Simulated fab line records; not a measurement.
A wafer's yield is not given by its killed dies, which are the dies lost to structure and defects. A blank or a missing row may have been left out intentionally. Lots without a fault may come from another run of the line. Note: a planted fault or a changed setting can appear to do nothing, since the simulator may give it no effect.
A struck lot beside a sound one || flow nand-harc || 15 steps out of a route of 1159
Sound: wafers L219.1, L219.2, L219.5. Struck: wafer L228.3 (L228.2, L228.6, from the same lot, were not struck and are left out); the cause is given at the end.
At each step with rows: each side's tool, then ch and its chambers, then its first start. Under that, the readings that differ: sound wafers || struck wafers || difference of the means || sigmas: that difference in standard deviations of wafers without a fault.
alike: words and numbers the same on both sides, and readings whose means are apart by under 2 such deviations; not compared: readings that were withheld, readings missing a value for some wafer, numbers with overlapping values and no deviation given by the record, and bounds like >300 which may hide the same value.
A row with sigmas, a row that says differs or no value, or rows on one side alone: a step with any of these is where the two part. Numbers that don't overlap but have no deviation are shown without sigmas and don't part them. A reading missing from all wafers of one side parts the sides only when that side holds two or more wafers.

NHARC_P_START_INSPECT_01:
  sound on defect-inspect-01, day 3 00:02; struck on defect-inspect-02, day 5 06:02
  alike: raw-defect-count
then, 10 steps without rows for these wafers: NHARC_P_ZERO_WELL_PRECLEAN_00 (cleans in SPM, time 600 s); NHARC_P_ZERO_WELL_SRD_01; NHARC_P_ZERO_WELL_PECVD_02 (deposits SiO2, target thk 10 nm); NHARC_P_ZERO_WELL_DEHYDRATE_03 (time 120 s); NHARC_P_ZERO_WELL_HMDS_04 (time 30 s); NHARC_P_ZERO_WELL_COAT_64 (time 65 s); NHARC_P_ZERO_WELL_COAT_05 (resist thk 600 nm); NHARC_P_ZERO_WELL_SOFTBAKE_06 (time 70 s); NHARC_P_ZERO_WELL_EBR_07; NHARC_P_ZERO_WELL_EXPOSE_08 (exposes mask P ZERO, target cd 500 nm).
NHARC_P_ZERO_WELL_PEB_09: peb time 80 s.
  sound on litho-track-02 ch 0, day 3 01:23; struck on litho-track-02 ch 0, day 5 07:22
then, 1 step without rows for these wafers: NHARC_P_ZERO_WELL_DEVELOP_10 (time 50 s).
NHARC_P_ZERO_WELL_CD_MEAS_11: target cd 500 nm.
  sound on cd-sem-03 ch 0, day 3 01:29; struck on cd-sem-03 ch 0, day 5 07:28
{"reading": "cd-nm (nm)", "sound": "503.0 505.2 500.1", "struck": 508.5, "difference": "+5.7", "sigmas": "+3"}
then, 1 step without rows for these wafers: NHARC_P_ZERO_WELL_HARDBAKE_12 (time 65 s).

## WHERE THEY PART
Only at NHARC_P_ZERO_WELL_CD_MEAS_11, within this record.

WHY: the cause the simulator had injected
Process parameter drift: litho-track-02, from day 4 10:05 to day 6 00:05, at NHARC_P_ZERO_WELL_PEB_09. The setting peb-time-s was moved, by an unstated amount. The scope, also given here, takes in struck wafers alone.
